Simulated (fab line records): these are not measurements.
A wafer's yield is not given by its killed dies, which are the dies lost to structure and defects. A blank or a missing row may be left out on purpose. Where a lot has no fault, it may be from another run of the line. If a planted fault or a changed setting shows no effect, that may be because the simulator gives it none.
Matching of chambers :: flow n5-finfet :: N5_BEOL_M7_STRIP_19 on rie-diel-02: 4 sister chambers
The step strips in O2. 20 wafers are shown with their chamber, then 10 later ones without.

== WAFERS PAIRED WITH THEIR CHAMBERS ==
wafer: L076.1
chamber: 1
drypump-motor-current-A (A): 5.9
throttle-valve-pct (%): 16.87
showerhead-plenum-p-Torr (Torr): 2.09

wafer: L076.3
chamber: 0
drypump-motor-current-A (A): 6.5
throttle-valve-pct (%): 16.73
showerhead-plenum-p-Torr (Torr): 1.96

wafer: L076.6
chamber: 2
drypump-motor-current-A (A): 5.2
throttle-valve-pct (%): 16.58
showerhead-plenum-p-Torr (Torr): 2.14

wafer: L080.1
chamber: 0
drypump-motor-current-A (A): 6.5
throttle-valve-pct (%): 16.75
showerhead-plenum-p-Torr (Torr): 1.96

wafer: L080.3
chamber: 3
drypump-motor-current-A (A): 5.9
throttle-valve-pct (%): 16.63
showerhead-plenum-p-Torr (Torr): 2.15

wafer: L080.6
chamber: 2
drypump-motor-current-A (A): 5.3
throttle-valve-pct (%): 16.57
showerhead-plenum-p-Torr (Torr): 2.13

wafer: L079.3
chamber: 3
drypump-motor-current-A (A): 5.9
throttle-valve-pct (%): 16.66
showerhead-plenum-p-Torr (Torr): 2.15

wafer: L079.4
chamber: 1
drypump-motor-current-A (A): 5.9
throttle-valve-pct (%): 16.90
showerhead-plenum-p-Torr (Torr): 2.09

wafer: L079.6
chamber: 0
drypump-motor-current-A (A): 6.5
throttle-valve-pct (%): 16.76
showerhead-plenum-p-Torr (Torr): 1.96

wafer: L084.1
chamber: 2
drypump-motor-current-A (A): 5.2
throttle-valve-pct (%): 16.59
showerhead-plenum-p-Torr (Torr): 2.13

wafer: L084.2
chamber: 0
drypump-motor-current-A (A): 6.5
throttle-valve-pct (%): 16.78
showerhead-plenum-p-Torr (Torr): 1.96

wafer: L084.6
chamber: 1
drypump-motor-current-A (A): 5.9
throttle-valve-pct (%): 16.89
showerhead-plenum-p-Torr (Torr): 2.08

wafer: L086.1
chamber: 1
drypump-motor-current-A (A): 5.8
throttle-valve-pct (%): 16.90
showerhead-plenum-p-Torr (Torr): 2.08

wafer: L086.3
chamber: 0
drypump-motor-current-A (A): 6.5
throttle-valve-pct (%): 16.33
showerhead-plenum-p-Torr (Torr): 2.22

wafer: L086.6
chamber: 3
drypump-motor-current-A (A): 5.9
throttle-valve-pct (%): 16.68
showerhead-plenum-p-Torr (Torr): 2.14

wafer: L088.2
chamber: 3
drypump-motor-current-A (A): 5.9
throttle-valve-pct (%): 16.71
showerhead-plenum-p-Torr (Torr): 2.14

wafer: L088.3
chamber: 1
drypump-motor-current-A (A): 5.9
throttle-valve-pct (%): 16.92
showerhead-plenum-p-Torr (Torr): 2.08

wafer: L088.5
chamber: 3
drypump-motor-current-A (A): 5.9
throttle-valve-pct (%): 16.70
showerhead-plenum-p-Torr (Torr): 2.14

wafer: L087.1
chamber: 1
drypump-motor-current-A (A): 5.9
throttle-valve-pct (%): 16.94
showerhead-plenum-p-Torr (Torr): 2.08

wafer: L087.3
chamber: 2
drypump-motor-current-A (A): 5.2
throttle-valve-pct (%): 16.60
showerhead-plenum-p-Torr (Torr): 2.12

SIGNATURES (averages over the wafers above)
reading: drypump-motor-current-A
chamber 0: 6.500
chamber 1: 5.883
chamber 2: 5.225
chamber 3: 5.900
scatter within a chamber: 0.0315

reading: throttle-valve-pct
chamber 0: 16.6700
chamber 1: 16.9033
chamber 2: 16.5850
chamber 3: 16.6760
scatter within a chamber: 0.0979

reading: showerhead-plenum-p-Torr
chamber 0: 2.0120
chamber 1: 2.0833
chamber 2: 2.1300
chamber 3: 2.1440
scatter within a chamber: 0.0584
Rule: distance of a wafer from a chamber = root of the sum over the readings of ((wafer's reading minus chamber's mean) / reading's scatter) squared. The wafer belongs to the nearest chamber; if the next one is less than 2 further off, it can't be placed. How the scatter is found: for the shown wafers, subtract from each reading the mean of its chamber, square and add these, divide the total by (wafers less chambers), then take the root.

== WAFERS WITHOUT THEIR CHAMBER ==
wafer: L087.6
drypump-motor-current-A (A): 6.6
throttle-valve-pct (%): 16.32
showerhead-plenum-p-Torr (Torr): 2.22

wafer: L091.3
drypump-motor-current-A (A): 5.9
throttle-valve-pct (%): 16.94
showerhead-plenum-p-Torr (Torr): 2.08

wafer: L091.5
drypump-motor-current-A (A): 5.9
throttle-valve-pct (%): 16.71
showerhead-plenum-p-Torr (Torr): 2.14

wafer: L091.6
drypump-motor-current-A (A): 5.2
throttle-valve-pct (%): 16.64
showerhead-plenum-p-Torr (Torr): 2.12

wafer: L094.1
drypump-motor-current-A (A): 5.9
throttle-valve-pct (%): 16.95
showerhead-plenum-p-Torr (Torr): 2.08

wafer: L094.2
drypump-motor-current-A (A): 5.2
throttle-valve-pct (%): 16.65
showerhead-plenum-p-Torr (Torr): 2.12

wafer: L094.5
drypump-motor-current-A (A): 6.5
throttle-valve-pct (%): 16.35
showerhead-plenum-p-Torr (Torr): 2.21

wafer: L095.2
drypump-motor-current-A (A): 5.2
throttle-valve-pct (%): 16.64
showerhead-plenum-p-Torr (Torr): 2.12

wafer: L095.3
drypump-motor-current-A (A): 5.9
throttle-valve-pct (%): 16.72
showerhead-plenum-p-Torr (Torr): 2.13

wafer: L095.4
drypump-motor-current-A (A): 5.9
throttle-valve-pct (%): 16.94
showerhead-plenum-p-Torr (Torr): 2.08

== EACH ONE'S CHAMBER ==
wafer: L087.6
from the rows above: 0
in truth: 0

wafer: L091.3
from the rows above: 1
in truth: 1

wafer: L091.5
from the rows above: can't be placed: 3 or 1
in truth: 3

wafer: L091.6
from the rows above: 2
in truth: 2

wafer: L094.1
from the rows above: 1
in truth: 1

wafer: L094.2
from the rows above: 2
in truth: 2

wafer: L094.5
from the rows above: 0
in truth: 0

wafer: L095.2
from the rows above: 2
in truth: 2

wafer: L095.3
from the rows above: can't be placed: 3 or 1
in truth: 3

wafer: L095.4
from the rows above: 1
in truth: 1
8 of 10 placed correctly. These rows do not allow placing 2 (true chamber among the candidates in 2). 0 placed wrongly.
